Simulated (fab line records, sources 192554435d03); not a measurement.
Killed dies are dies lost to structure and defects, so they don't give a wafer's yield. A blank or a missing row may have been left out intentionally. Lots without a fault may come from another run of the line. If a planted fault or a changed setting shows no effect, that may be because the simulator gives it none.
Matching of chambers + flow n5 finfet + 4 sister chambers for N5_BEOL_M11_STRIP_77 on rie diel-02
The step strips in N2/H2, time 10 s. 8 wafers are shown with their chamber, then 6 later ones without.

## WAFERS WITH THEIR CHAMBER
| wafer  | chamber | showerhead plenum p Torr (Torr) | oes product au (a.u.) |
|--------|---------|---------------------------------|-----------------------|
| L875.1 | 1       | 2.40                            | 0.69                  |
| L873.2 | 1       | 2.40                            | 0.69                  |
| L873.5 | 2       | 2.64                            | 0.73                  |
| L877.6 | 2       | 2.63                            | 0.73                  |
| L879.1 | 0       | 2.61                            | 0.92                  |
| L889.1 | 0       | 2.61                            | 0.90                  |
| L889.2 | 3       | 2.49                            | 0.67                  |
| L889.5 | 3       | 2.49                            | 0.67                  |

## WAFERS MISSING THEIR CHAMBER
| wafer  | showerhead plenum p Torr (Torr) | oes product au (a.u.) |
|--------|---------------------------------|-----------------------|
| L892.2 | 2.62                            | 0.71                  |
| L892.4 | 2.62                            | 0.71                  |
| L892.5 | 2.60                            | 0.87                  |
| L893.1 | 2.62                            | 0.71                  |
| L893.4 | 2.60                            | 0.87                  |
| L893.6 | 2.60                            | 0.87                  |

## CHAMBER TAKEN BY EACH
| wafer  | from the rows above | in truth |
|--------|---------------------|----------|
| L892.2 | 2                   | 2        |
| L892.4 | 2                   | 2        |
| L892.5 | 0                   | 0        |
| L893.1 | 2                   | 2        |
| L893.4 | 0                   | 0        |
| L893.6 | 0                   | 0        |
6 of 6 placed correctly. Number that these rows cannot place: 0. Number placed wrongly: 0.
How it was worked out, from the rows above alone: a wafer's distance from a chamber is the root of the sum, over the readings, of the square of ((its reading less the chamber's mean) divided by the reading's scatter). If the next closest chamber is less than 2 further off than the closest, the wafer can't be placed; otherwise it belongs to the closest. The mean given for a chamber averages the wafers shown for that chamber. The scatter is the square root of a quotient: the sum, over the shown wafers, of each reading's squared deviation from its chamber's mean, divided by wafers minus chambers.
